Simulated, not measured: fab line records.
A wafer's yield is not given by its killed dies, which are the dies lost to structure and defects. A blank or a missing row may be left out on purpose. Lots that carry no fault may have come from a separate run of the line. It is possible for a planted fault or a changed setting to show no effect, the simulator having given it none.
Matching of chambers | flow nandHarc | 4 sister chambers for NHARC_P_GATE_STRIP_108 on rieDiel-07
The step strips in O2. 14 wafers are shown with their chamber, then 7 later ones without.

== WAFERS WITH THEIR CHAMBER ==
wafer  | chamber | showerheadPlenumPTorr (Torr) | drypumpMotorCurrentA (A) | oesProductAu (a.u.)
L547.1 | 2       | 3.62                         | 5.72                     | 0.978
L547.2 | 1       | 3.59                         | 5.32                     | 1.001
L547.5 | 3       | 3.31                         | 5.86                     | 0.991
L548.1 | 0       | 3.33                         | 5.68                     | 1.019
L548.3 | 1       | 3.59                         | 5.34                     | 0.992
L548.6 | 0       | 3.33                         | 5.68                     | 1.006
L554.3 | 2       | 3.62                         | 5.68                     | 0.981
L554.4 | 1       | 3.59                         | 5.30                     | 1.006
L554.6 | 2       | 3.62                         | 5.69                     | 0.992
L555.2 | 1       | 3.59                         | 5.35                     | 1.005
L555.4 | 3       | 3.31                         | 5.86                     | 1.004
L555.6 | 3       | 3.31                         | 5.87                     | 0.991
L563.2 | 2       | 3.61                         | 5.71                     | 0.977
L563.3 | 1       | 3.59                         | 5.33                     | 0.979

SIGNATURES, as means of the wafers listed above
reading               | chamber 0 | chamber 1 | chamber 2 | chamber 3 | scatter within a chamber
showerheadPlenumPTorr | 3.3300    | 3.5900    | 3.6175    | 3.3100    | 0.00274
drypumpMotorCurrentA  | 5.6800    | 5.3280    | 5.7000    | 5.8633    | 0.016
oesProductAu          | 1.01250   | 0.99660   | 0.98200   | 0.99533   | 0.00921
Rule: a wafer's distance from a chamber is the root of the sum, over the readings, of the square of ((its reading less the chamber's mean) divided by the reading's scatter). If the next closest chamber is less than 2 further off than the closest, the wafer can't be placed; otherwise it belongs to the closest. The scatter is the square root of a quotient: the sum, over the shown wafers, of each reading's squared deviation from its chamber's mean, divided by wafers minus chambers.

== WAFERS WITHOUT THEIR CHAMBER ==
wafer  | showerheadPlenumPTorr (Torr) | drypumpMotorCurrentA (A) | oesProductAu (a.u.)
L563.5 | 3.61                         | 5.70                     | 0.979
L564.1 | 3.61                         | 5.71                     | 0.985
L564.5 | 3.61                         | 5.69                     | 0.990
L564.6 | 3.59                         | 5.32                     | 0.999
L565.1 | 3.59                         | 5.37                     | 1.005
L565.5 | 3.32                         | 5.67                     | 0.995
L565.6 | 3.59                         | 5.37                     | 0.998

== WHICH CHAMBER EACH ONE RAN IN ==
wafer  | from the rows above | in truth
L563.5 | 2                   | 2
L564.1 | 2                   | 2
L564.5 | 2                   | 2
L564.6 | 1                   | 1
L565.1 | 1                   | 1
L565.5 | 0                   | 0
L565.6 | 1                   | 1
Correct placement for 7 of the 7. Can't be placed from these rows: 0. Placed wrongly: 0.
